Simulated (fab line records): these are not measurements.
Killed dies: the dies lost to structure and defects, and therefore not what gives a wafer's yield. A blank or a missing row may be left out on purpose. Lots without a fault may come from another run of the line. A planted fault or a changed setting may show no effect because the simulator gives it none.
fab line records	flow nandHarc
record lots=24	wafers=72	lastDay=24
route steps=1159 shown A_M0@1018 A_M1@1051 A_BONDPAD@1061
lots that met no fault: from a run of the same line without faults
startH: hours from the record's first day to the start of the lot's first wafer shown	waitH: time in hours since the lot's previous step	" same as the row above	L1.1+2: several wafers, shown together as one row	- no value, or no start given	* or withheld: withheld	< > ~ a bound
route shown NAME@n: names a module that has steps shown in the file, with the first one's number in the route	usual: the fault-free wafers' mean and standard deviation	same: alike in all rows	chamber/n: place in a boat	sites: the reading at each site	_std_site: the standard deviation of these	_edge_site: inner sites' mean taken away from outer sites' mean	radiusMm: for every site, how far away it sits from the centre of the wafer	mask NAME#n: copy n	behind: the tool/chamber that last shaped the wafer	hold: what put the lot on hold/how long, in hours/how the hold closed	device: transistor that didn't switch, given as n, p or np	end of line: the route-end tests of the same wafers	a step with no rows: only its recipe	killed: dies lost to structure and defects at the first sort, not the wafer's yield	map: a wafer's dies, x killed, . not, _ none there
set.NAME: the setting as run; set.NAME@STEP: as run at that earlier step	model.NAME: the simulator's own value behind a step, which no gauge read
route steps across a sampled set of lots; one table per step, one row per wafer
services: a tool's chamber out of use, with start hour (startH, from the record's first day; less than 0 if before it), hours out, and reason
## steps
# step NHARC_A_M0_ANNEAL_30
# recipe tempC=225	timeS=90
# usual wafer_temp_C_max=226.1/0.36
lot.wafer	tool	chamber	startH	waitH	wafer_temp_C_max
L075.1	rtpAnneal-02	0	400.95	0.3	226.2
L075.2	"	0	"	"	226.1
L075.5	"	0	"	"	226.5
L076.1	rtpAnneal-02	0	404.27	-	225.8
L076.4	"	0	"	"	226.0
L076.6	"	0	"	"	225.7
L077.1	rtpAnneal-02	0	405.93	0.3	225.9
L077.2	"	0	"	"	226.0
L077.6	"	0	"	"	226.2
L074.1	rtpAnneal-01	0	410.91	-	226.0
L074.4	"	0	"	"	226.1
L074.6	"	0	"	"	225.7
L078.1	rtpAnneal-01	0	416.24	-	226.2
L078.2	"	0	"	"	226.1
L078.3	"	0	"	"	226.2
L079.2	rtpAnneal-01	0	419.50	-	226.1
L079.4	"	0	"	"	226.4
L079.6	"	0	"	"	227.4
L080.3	rtpAnneal-01	0	437.72	-	226.4
L080.4	"	0	"	"	226.2
L080.5	"	0	"	"	226.5
L081.1	rtpAnneal-02	0	438.61	0.3	225.9
L081.2	"	0	"	"	225.7
L081.6	"	0	"	"	225.8
L082.1	rtpAnneal-02	0	448.25	-	225.8
L082.5	"	0	"	"	226.0
L082.6	"	0	"	"	225.8
L083.1	rtpAnneal-01	0	449.10	0.3	226.0
L083.3	"	0	"	"	226.2
L083.5	"	0	"	"	226.1
L084.3	rtpAnneal-02	0	450.87	0.3	226.0
L084.5	"	0	"	"	225.9
L084.6	"	0	"	"	225.9
L086.1	rtpAnneal-01	0	467.17	-	226.7
L086.2	"	0	"	"	226.7
L086.4	"	0	"	"	226.3
L087.1	rtpAnneal-02	0	467.66	0.3	226.2
L087.2	"	0	"	"	225.7
L087.4	"	0	"	"	225.3
L085.1	rtpAnneal-01	0	476.86	-	226.7
L085.3	"	0	"	"	226.5
L085.5	"	0	"	"	226.6
L088.1	rtpAnneal-01	0	477.35	0.5	225.9
L088.3	"	0	"	"	226.1
L088.4	"	0	"	"	226.0
L089.3	rtpAnneal-02	0	495.99	-	225.3
L089.4	"	0	"	"	226.1
L089.5	"	0	"	"	225.5
L091.1	rtpAnneal-02	0	499.88	0.3	226.1
L091.2	"	0	"	"	225.8
L091.3	"	0	"	"	226.0
L090.1	rtpAnneal-01	0	504.75	-	226.2
L090.3	"	0	"	"	226.1
L090.4	"	0	"	"	226.3
L092.1	rtpAnneal-01	0	512.28	0.3	226.1
L092.4	"	0	"	"	226.0
L092.5	"	0	"	"	226.4
L096.1	rtpAnneal-01	0	515.40	0.3	226.4
L096.3	"	0	"	"	226.1
L096.4	"	0	"	"	226.7
L094.3	rtpAnneal-01	0	523.72	0.3	226.4
L094.4	"	0	"	"	226.2
L094.6	"	0	"	"	226.4
L095.1	rtpAnneal-02	0	524.01	-	225.9
L095.2	"	0	"	"	226.1
L095.3	"	0	"	"	225.8
L093.2	rtpAnneal-01	0	530.74	0.4	226.3
L093.4	"	0	"	"	226.3
L093.6	"	0	"	"	226.5
L097.1	rtpAnneal-02	0	536.02	-	225.8
L097.4	"	0	"	"	225.8
L097.5	"	0	"	"	226.0
# step NHARC_A_M0_PRE_CLEAN_31
# recipe timeS=12	tempC=370	rfPowerW=300	gas=NH3
# usual heaterPowerW=682/59
lot.wafer	tool	chamber	startH	waitH	heaterPowerW
L075.2	pecvd-03	0	401.85	0.1	633
L075.1	"	1	"	"	608
L075.5	"	0	"	"	639
L076.1	pecvd-04	1	405.15	0.1	686
L076.6	"	1	"	"	699
L076.4	"	0	"	"	602
L077.1	pecvd-03	1	406.81	0.1	620
L077.2	"	2	"	"	756
L077.6	"	0	"	"	661
L074.1	pecvd-03	0	411.81	0.1	654
L074.6	"	0	"	"	667
L074.4	"	1	"	"	622
L078.3	pecvd-01	0	417.13	0.1	739
L078.2	"	1	"	"	707
L078.1	"	2	"	"	815
L079.2	pecvd-03	1	421.55	1.3	554
L079.6	"	0	"	"	697
L079.4	"	1	"	"	536
L080.3	pecvd-04	2	438.53	0.1	676
L080.5	"	0	"	"	657
L080.4	"	2	"	"	682
L081.1	pecvd-01	0	439.56	0.1	659
L081.2	"	1	"	"	713
L081.6	"	1	"	"	733
L082.1	pecvd-01	1	449.19	0.1	695
L082.6	"	2	"	"	802
L082.5	"	1	"	"	716
L083.1	pecvd-04	1	450.18	0.2	615
L083.3	"	2	"	"	700
L083.5	"	0	"	"	681
L084.3	pecvd-01	0	451.65	0.1	748
L084.6	"	1	"	"	650
L084.5	"	2	"	"	711
L086.2	pecvd-03	0	468.07	0.1	637
L086.1	"	2	"	"	749
L086.4	"	0	"	"	627
L087.2	pecvd-04	1	468.59	0.1	697
L087.1	"	2	"	"	733
L087.4	"	2	"	"	735
L085.3	pecvd-04	1	477.76	0.1	620
L085.1	"	2	"	"	701
L085.5	"	0	"	"	652
L088.1	pecvd-01	0	478.25	0.1	658
L088.3	"	1	"	"	699
L088.4	"	2	"	"	718
L089.3	pecvd-04	2	496.81	0.1	629
L089.5	"	0	"	"	629
L089.4	"	2	"	"	643
L091.2	pecvd-03	2	500.93	0.2	789
L091.3	"	0	"	"	744
L091.1	"	1	"	"	599
L090.3	pecvd-01	0	505.65	0.1	693
L090.1	"	1	"	"	683
L090.4	"	0	"	"	693
L092.1	pecvd-04	2	513.19	0.1	685
L092.4	"	0	"	"	590
L092.5	"	1	"	"	608
L096.1	pecvd-01	2	516.61	0.1	817
L096.3	"	1	"	"	683
L096.4	"	0	"	"	725
L094.3	pecvd-04	2	524.61	0.2	667
L094.4	"	0	"	"	690
L094.6	"	1	"	"	617
L095.3	pecvd-03	0	524.97	0.1	633
L095.1	"	1	"	"	657
L095.2	"	2	"	"	779
L093.2	pecvd-04	1	531.58	0.1	658
L093.6	"	0	"	"	572
L093.4	"	2	"	"	732
L097.1	pecvd-04	2	536.94	0.1	694
L097.5	"	0	"	"	637
L097.4	"	1	"	"	642
# step NHARC_A_M0_DEP_32
# recipe targetThkA=300	tempC=370	targetThkNm=30	pressureTorr=3	flowSccm=200	rfW=450	material=SiCN
# usual heaterPowerW=631/65	showerheadVppV=1309/73
lot.wafer	tool	chamber	startH	waitH	heaterPowerW	showerheadVppV
L075.2	pecvd-03	0	401.96	0.1	604	1372
L075.1	"	1	"	"	504	1412
L075.5	"	0	"	"	621	1375
L076.1	pecvd-04	1	405.23	0.1	555	1359
L076.6	"	1	"	"	563	1361
L076.4	"	0	"	"	616	1238
L077.1	pecvd-03	1	406.90	0.1	528	1386
L077.2	"	2	"	"	728	1295
L077.6	"	0	"	"	618	1396
L074.1	pecvd-03	0	411.92	0.1	593	1369
L074.6	"	0	"	"	621	1380
L074.4	"	1	"	"	541	1375
L078.3	pecvd-01	0	417.21	0.1	681	1330
L078.2	"	1	"	"	671	1312
L078.1	"	2	"	"	594	1337
L079.2	pecvd-03	1	421.68	0.1	580	1427
L079.6	"	0	"	"	639	1365
L079.4	"	1	"	"	568	1367
L080.3	pecvd-04	2	438.67	0.1	665	1185
L080.5	"	0	"	"	525	1237
L080.4	"	2	"	"	668	1167
L081.1	pecvd-01	0	439.67	0.1	663	1318
L081.2	"	1	"	"	591	1305
L081.6	"	1	"	"	598	1289
L082.1	pecvd-01	1	449.33	0.1	571	1292
L082.6	"	2	"	"	766	1342
L082.5	"	1	"	"	570	1330
L083.1	pecvd-04	1	450.29	0.1	638	1375
L083.3	"	2	"	"	695	1187
L083.5	"	0	"	"	626	1231
L084.3	pecvd-01	0	451.73	0.1	659	1356
L084.6	"	1	"	"	623	1311
L084.5	"	2	"	"	732	1340
L086.2	pecvd-03	0	468.19	0.1	590	1373
L086.1	"	2	"	"	653	1286
L086.4	"	0	"	"	593	1404
L087.2	pecvd-04	1	468.66	0.1	578	1344
L087.1	"	2	"	"	572	1159
L087.4	"	2	"	"	558	1162
L085.3	pecvd-04	1	477.87	0.1	593	1387
L085.1	"	2	"	"	663	1162
L085.5	"	0	"	"	604	1231
L088.1	pecvd-01	0	478.35	0.1	631	1323
L088.3	"	1	"	"	640	1302
L088.4	"	2	"	"	751	1354
L089.3	pecvd-04	2	496.95	0.1	670	1181
L089.5	"	0	"	"	511	1238
L089.4	"	2	"	"	673	1147
L091.2	pecvd-03	2	501.01	0.1	751	1297
L091.3	"	0	"	"	644	1371
L091.1	"	1	"	"	557	1404
L090.3	pecvd-01	0	505.75	0.1	673	1344
L090.1	"	1	"	"	681	1326
L090.4	"	0	"	"	693	1330
L092.1	pecvd-04	2	513.33	0.1	628	1171
L092.4	"	0	"	"	583	1241
L092.5	"	1	"	"	640	1383
L096.1	pecvd-01	2	516.69	0.1	756	1359
L096.3	"	1	"	"	571	1328
L096.4	"	0	"	"	690	1308
L094.3	pecvd-04	2	524.74	0.1	698	1166
L094.4	"	0	"	"	556	1243
L094.6	"	1	"	"	610	1386
L095.3	pecvd-03	0	525.05	0.1	682	1381
L095.1	"	1	"	"	596	1375
L095.2	"	2	"	"	681	1267
L093.2	pecvd-04	1	531.69	0.1	538	1403
L093.6	"	0	"	"	606	1245
L093.4	"	2	"	"	643	1183
L097.1	pecvd-04	2	537.08	0.1	623	1179
L097.5	"	0	"	"	547	1253
L097.4	"	1	"	"	528	1382
# step NHARC_A_M1_ANNEAL_31
# recipe tempC=225	timeS=90
# usual wafer_temp_C_max=226.1/0.32
lot.wafer	tool	chamber	startH	waitH	wafer_temp_C_max
L075.1	rtpAnneal-02	0	405.52	-	225.9
L075.2	"	0	"	"	225.9
L075.5	"	0	"	"	226.0
L076.1	rtpAnneal-01	0	408.71	-	226.6
L076.4	"	0	"	"	226.3
L076.6	"	0	"	"	226.3
L077.1	rtpAnneal-01	0	410.02	0.3	226.5
L077.2	"	0	"	"	226.9
L077.6	"	0	"	"	226.6
L074.1	rtpAnneal-02	0	415.20	0.4	225.8
L074.4	"	0	"	"	225.8
L074.6	"	0	"	"	225.8
L078.1	rtpAnneal-02	0	420.47	-	225.8
L078.2	"	0	"	"	225.9
L078.3	"	0	"	"	225.9
L079.2	rtpAnneal-01	0	424.78	-	226.5
L079.4	"	0	"	"	226.2
L079.6	"	0	"	"	226.6
L080.3	rtpAnneal-02	0	441.84	0.3	226.0
L080.4	"	0	"	"	225.9
L080.5	"	0	"	"	226.1
L081.1	rtpAnneal-01	0	442.94	0.3	226.3
L081.2	"	0	"	"	226.1
L081.6	"	0	"	"	226.1
L082.1	rtpAnneal-01	0	452.53	-	226.4
L082.5	"	0	"	"	226.2
L082.6	"	0	"	"	226.5
L083.1	rtpAnneal-01	0	453.47	0.3	226.1
L083.3	"	0	"	"	226.1
L083.5	"	0	"	"	226.3
L084.3	rtpAnneal-02	0	455.20	0.4	226.1
L084.5	"	0	"	"	225.9
L084.6	"	0	"	"	226.0
L086.1	rtpAnneal-01	0	471.62	-	226.1
L086.2	"	0	"	"	226.0
L086.4	"	0	"	"	226.1
L087.1	rtpAnneal-02	0	471.86	0.3	226.0
L087.2	"	0	"	"	225.8
L087.4	"	0	"	"	225.6
L085.1	rtpAnneal-01	0	481.32	0.5	226.1
L085.3	"	0	"	"	225.9
L085.5	"	0	"	"	225.8
L088.1	rtpAnneal-02	0	481.68	-	225.7
L088.3	"	0	"	"	225.8
L088.4	"	0	"	"	225.5
L089.3	rtpAnneal-01	0	500.14	-	225.8
L089.4	"	0	"	"	226.3
L089.5	"	0	"	"	226.2
L091.1	rtpAnneal-01	0	504.40	0.3	226.1
L091.2	"	0	"	"	226.4
L091.3	"	0	"	"	226.0
L090.1	rtpAnneal-01	0	509.11	0.3	226.0
L090.3	"	0	"	"	226.0
L090.4	"	0	"	"	226.2
L092.1	rtpAnneal-01	0	516.57	0.3	226.6
L092.4	"	0	"	"	226.3
L092.5	"	0	"	"	226.6
L096.1	rtpAnneal-02	0	519.91	-	225.7
L096.3	"	0	"	"	225.8
L096.4	"	0	"	"	225.7
L094.3	rtpAnneal-01	0	527.98	0.3	226.3
L094.4	"	0	"	"	226.1
L094.6	"	0	"	"	226.7
L095.1	rtpAnneal-02	0	528.24	0.3	225.8
L095.2	"	0	"	"	226.0
L095.3	"	0	"	"	225.7
L093.2	rtpAnneal-02	0	535.23	-	225.7
L093.4	"	0	"	"	225.8
L093.6	"	0	"	"	225.7
L097.1	rtpAnneal-01	0	540.33	0.3	226.1
L097.4	"	0	"	"	225.9
L097.5	"	0	"	"	226.0
# step NHARC_A_M1_DEP_33
# recipe targetThkA=300	tempC=370	targetThkNm=30	pressureTorr=3	flowSccm=200	rfW=450	material=SiCN
# usual heaterPowerW=625/65	showerheadVppV=1313/71
lot.wafer	tool	chamber	startH	waitH	heaterPowerW	showerheadVppV
L075.1	pecvd-04	2	406.47	0.1	562	1196
L075.2	"	0	"	"	632	1266
L075.5	"	2	"	"	578	1188
L076.1	pecvd-01	0	409.79	0.1	683	1324
L076.4	"	1	"	"	597	1332
L076.6	"	0	"	"	689	1322
L077.2	pecvd-03	0	411.22	0.1	526	1368
L077.1	"	1	"	"	490	1383
L077.6	"	1	"	"	480	1391
L074.1	pecvd-03	2	416.18	0.1	712	1289
L074.4	"	0	"	"	651	1378
L074.6	"	1	"	"	581	1371
L078.2	pecvd-04	2	421.67	0.1	565	1182
L078.3	"	0	"	"	569	1236
L078.1	"	1	"	"	531	1366
L079.2	pecvd-04	1	425.74	0.1	643	1363
L079.4	"	2	"	"	576	1182
L079.6	"	0	"	"	521	1240
L080.3	pecvd-04	0	442.91	0.1	601	1240
L080.4	"	0	"	"	601	1242
L080.5	"	1	"	"	554	1392
L081.2	pecvd-01	2	443.90	0.1	757	1363
L081.1	"	0	"	"	640	1334
L081.6	"	1	"	"	685	1329
L082.1	pecvd-03	0	453.58	0.1	610	1377
L082.6	"	0	"	"	618	1394
L082.5	"	1	"	"	597	1377
L083.1	pecvd-01	2	454.45	0.1	768	1361
L083.3	"	0	"	"	584	1303
L083.5	"	1	"	"	589	1310
L084.3	pecvd-03	1	456.13	0.1	526	1385
L084.5	"	0	"	"	628	1369
L084.6	"	2	"	"	682	1297
L086.2	pecvd-03	0	472.59	0.1	606	1367
L086.1	"	2	"	"	698	1311
L086.4	"	2	"	"	696	1301
L087.2	pecvd-01	2	472.86	0.1	746	1333
L087.1	"	0	"	"	691	1336
L087.4	"	0	"	"	669	1351
L085.3	pecvd-04	0	482.48	0.1	511	1233
L085.1	"	1	"	"	642	1400
L085.5	"	0	"	"	531	1261
L088.3	pecvd-01	1	482.65	0.1	612	1333
L088.1	"	2	"	"	760	1354
L088.4	"	2	"	"	739	1363
L089.3	pecvd-04	2	501.38	0.1	599	1197
L089.5	"	1	"	"	616	1376
L089.4	"	2	"	"	606	1169
L091.2	pecvd-03	1	505.36	0.1	558	1383
L091.1	"	2	"	"	682	1294
L091.3	"	0	"	"	644	1369
L090.3	pecvd-03	0	510.12	0.1	571	1376
L090.1	"	1	"	"	611	1387
L090.4	"	0	"	"	566	1379
L092.1	pecvd-01	1	517.55	0.1	671	1317
L092.5	"	2	"	"	717	1337
L092.4	"	0	"	"	688	1312
L096.3	pecvd-03	2	520.88	0.1	623	1284
L096.1	"	0	"	"	656	1383
L096.4	"	1	"	"	534	1395
L094.3	pecvd-04	1	528.87	0.1	552	1418
L094.6	"	1	"	"	569	1381
L094.4	"	2	"	"	614	1177
L095.2	pecvd-04	1	529.21	0.1	667	1370
L095.3	"	2	"	"	675	1183
L095.1	"	0	"	"	601	1238
L093.2	pecvd-04	2	536.23	0.1	666	1174
L093.4	"	0	"	"	638	1244
L093.6	"	1	"	"	620	1387
L097.1	pecvd-04	1	541.30	0.1	622	1380
L097.5	"	1	"	"	634	1391
L097.4	"	2	"	"	599	1183
# step NHARC_A_BONDPAD_THK_MEAS_30
# recipe thkMeasGauge=ellipsometry
# usual thkNm=199.8/1.4
lot.wafer	tool	chamber	startH	waitH	thkNm
L075.1	filmMetro-02	-	407.69	0.2	200.5
L075.2	"	-	"	"	199.6
L075.5	"	-	"	"	203.7
L076.1	filmMetro-01	-	410.91	0.2	201.7
L076.4	"	-	"	"	200.8
L076.6	"	-	"	"	201.4
L077.1	filmMetro-01	-	412.42	0.2	197.6
L077.2	"	-	"	"	198.2
L077.6	"	-	"	"	198.0
L074.1	filmMetro-01	-	417.39	0.2	199.5
L074.4	"	-	"	"	200.2
L074.6	"	-	"	"	201.5
L078.1	filmMetro-02	-	422.88	0.2	200.4
L078.2	"	-	"	"	199.8
L078.3	"	-	"	"	199.2
L079.2	filmMetro-01	-	426.95	0.2	201.2
L079.4	"	-	"	"	200.4
L079.6	"	-	"	"	199.3
L080.3	filmMetro-01	-	444.14	0.2	198.3
L080.4	"	-	"	"	199.1
L080.5	"	-	"	"	200.9
L081.1	filmMetro-01	-	445.11	0.2	199.5
L081.2	"	-	"	"	198.4
L081.6	"	-	"	"	199.3
L082.1	filmMetro-01	-	454.75	0.2	197.8
L082.5	"	-	"	"	199.1
L082.6	"	-	"	"	197.8
L083.1	filmMetro-01	-	455.66	0.1	199.9
L083.3	"	-	"	"	200.1
L083.5	"	-	"	"	200.6
L084.3	filmMetro-01	-	457.30	0.2	198.5
L084.5	"	-	"	"	200.0
L084.6	"	-	"	"	202.1
L086.1	filmMetro-01	-	474.10	0.2	200.0
L086.2	"	-	"	"	200.4
L086.4	"	-	"	"	198.4
L087.1	filmMetro-02	-	474.42	0.2	201.6
L087.2	"	-	"	"	201.2
L087.4	"	-	"	"	200.2
L085.1	filmMetro-01	-	483.68	0.2	198.5
L085.3	"	-	"	"	200.0
L085.5	"	-	"	"	201.2
L088.1	filmMetro-02	-	483.86	0.2	199.4
L088.3	"	-	"	"	198.1
L088.4	"	-	"	"	201.8
L089.3	filmMetro-02	-	502.56	0.2	199.9
L089.4	"	-	"	"	200.2
L089.5	"	-	"	"	199.3
L091.1	filmMetro-02	-	506.57	0.2	199.6
L091.2	"	-	"	"	199.1
L091.3	"	-	"	"	199.2
L090.1	filmMetro-02	-	511.30	0.2	200.9
L090.3	"	-	"	"	200.5
L090.4	"	-	"	"	202.4
L092.1	filmMetro-02	-	518.89	0.1	198.8
L092.4	"	-	"	"	198.7
L092.5	"	-	"	"	198.6
L096.1	filmMetro-01	-	522.09	0.2	200.8
L096.3	"	-	"	"	200.2
L096.4	"	-	"	"	200.1
L094.3	filmMetro-01	-	530.08	0.2	199.0
L094.4	"	-	"	"	201.0
L094.6	"	-	"	"	199.0
L095.1	filmMetro-01	-	530.42	0.2	197.9
L095.2	"	-	"	"	197.6
L095.3	"	-	"	"	196.0
L093.2	filmMetro-02	-	537.48	0.2	197.6
L093.4	"	-	"	"	197.2
L093.6	"	-	"	"	202.0
L097.1	filmMetro-01	-	542.64	0.2	198.4
L097.4	"	-	"	"	202.1
L097.5	"	-	"	"	200.1
## services
tool	chamber	startH	hours	kind
pecvd-01	2	380.81	4.5	repair
pecvd-04	0	389.22	-	clean
pecvd-04	1	389.22	-	clean
pecvd-04	2	389.22	-	clean
pecvd-01	-	418.00	13.0	pm
pecvd-01	0	418.00	13.0	ventCycle
pecvd-01	1	418.00	13.0	ventCycle
pecvd-01	2	418.00	13.0	ventCycle
pecvd-01	0	431.00	-	clean
pecvd-01	1	431.00	-	clean
pecvd-01	2	431.00	-	clean
pecvd-03	2	445.72	3.7	repair
pecvd-03	1	459.06	13.2	repair
pecvd-03	-	473.71	13.0	pm
pecvd-03	0	473.71	13.0	ventCycle
pecvd-03	1	473.71	13.0	ventCycle
pecvd-03	2	473.71	13.0	ventCycle
pecvd-03	0	486.71	-	clean
pecvd-03	1	486.71	-	clean
pecvd-03	2	486.71	-	clean
## key
fault none
